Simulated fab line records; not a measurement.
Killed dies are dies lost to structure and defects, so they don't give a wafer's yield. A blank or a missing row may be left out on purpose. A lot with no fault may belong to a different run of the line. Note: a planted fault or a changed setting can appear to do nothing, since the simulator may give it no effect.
Problem report in the 8D (eight disciplines) form, filled by code    flow n5_finfet    the parts of the form that need people (team, actions taken, sign-off) are left out

## 1. PROBLEM STATEMENT
At N5_BEOL_M3_CVD_47, run_length_s averages 321.5 s over 4 wafers from 3 lots, while fault-free wafers read 246.7 s, standard deviation 0.58. So: +99 or more standard deviations from the usual mean.
The step: deposits Co from CCTBA/H2, target thk 3 nm, time 223.8 s.
The first sign was on wafer L385.1 at day 9 05:08, on cvd_co-01. The record holds 32 wafers of 11 lots with a number at this step. By rule, "out" or "out of limits" means more than 4 standard deviations away from the usual mean. All remaining wafers that have a number are taken as sound.

## 2. WHAT IT IS, AND WHAT IT ISN'T
question                     is                              is not
which readings at this step  run_length_s                    -
which lots                   L385, L387, L388                L379, L380, L383, L386, L397, L398, L401, L402
which wafers of those lots   L385.1, L385.3, L387.3, L388.1  L385.5, L387.2, L387.4, L388.5, L388.6
read on which tools          cvd_co-01                       cvd_co-02
when                         from day 9 05:08                up to then (13 sound wafers); but 15 sound wafers of L387, L388, L397, L398, L401, L402 came after

## 3. WHAT RULES OUT EACH SUSPECT
Counting: if a tool at a process step up to the reading ran every lot that is out, it stays a suspect. Sound lots after the first of them don't rule it out here, since some wafers of a struck lot are sound.
- cvd_co-01 at N5_BEOL_M3_CVD_47 (deposits Co from CCTBA/H2, target thk 3 nm, time 223.8 s): kept. It ran every lot that is out, first L385 (day 9 05:08); its last sound lot up to then is L386 (day 9 02:08). On those wafers its own readings are out: run_length_s.
The count leaves cvd_co-01 at N5_BEOL_M3_CVD_47.

## 4. THE CAUSE (what the simulator had put in)
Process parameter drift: cvd_co-01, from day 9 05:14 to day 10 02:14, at N5_BEOL_M3_CVD_47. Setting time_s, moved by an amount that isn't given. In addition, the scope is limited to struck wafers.
Counting left only this tool.

## 5. SEQUENCE OF EFFECTS, ordered by route
Each row: a reading whose mean over the struck wafers that have a number lies more than 3 standard deviations from the usual. Scope: only readings with a usual standard deviation given in the record; hours: median across lots of the time from each lot's start at the first step in this table that gives one to its start at this step; sigmas: change in usual standard deviations.
hours  step               reading       usual    on struck wafers  change  sigmas
0      N5_BEOL_M3_CVD_47  run_length_s  246.7 s  321.5             +74.8   +99 or more
The process steps in it:
- N5_BEOL_M3_CVD_47: deposits Co from CCTBA/H2, target thk 3 nm, time 223.8 s.
At these later measuring or inspecting steps, every struck wafer for which the step has a row has a number for every such reading, and none has moved that far: N5_BEOL_M4_RC_MEAS_101.

## 6. WHAT WOULD HAVE CAUGHT IT SOONER
In this record the first reading out of limits was taken at day 9 05:08.
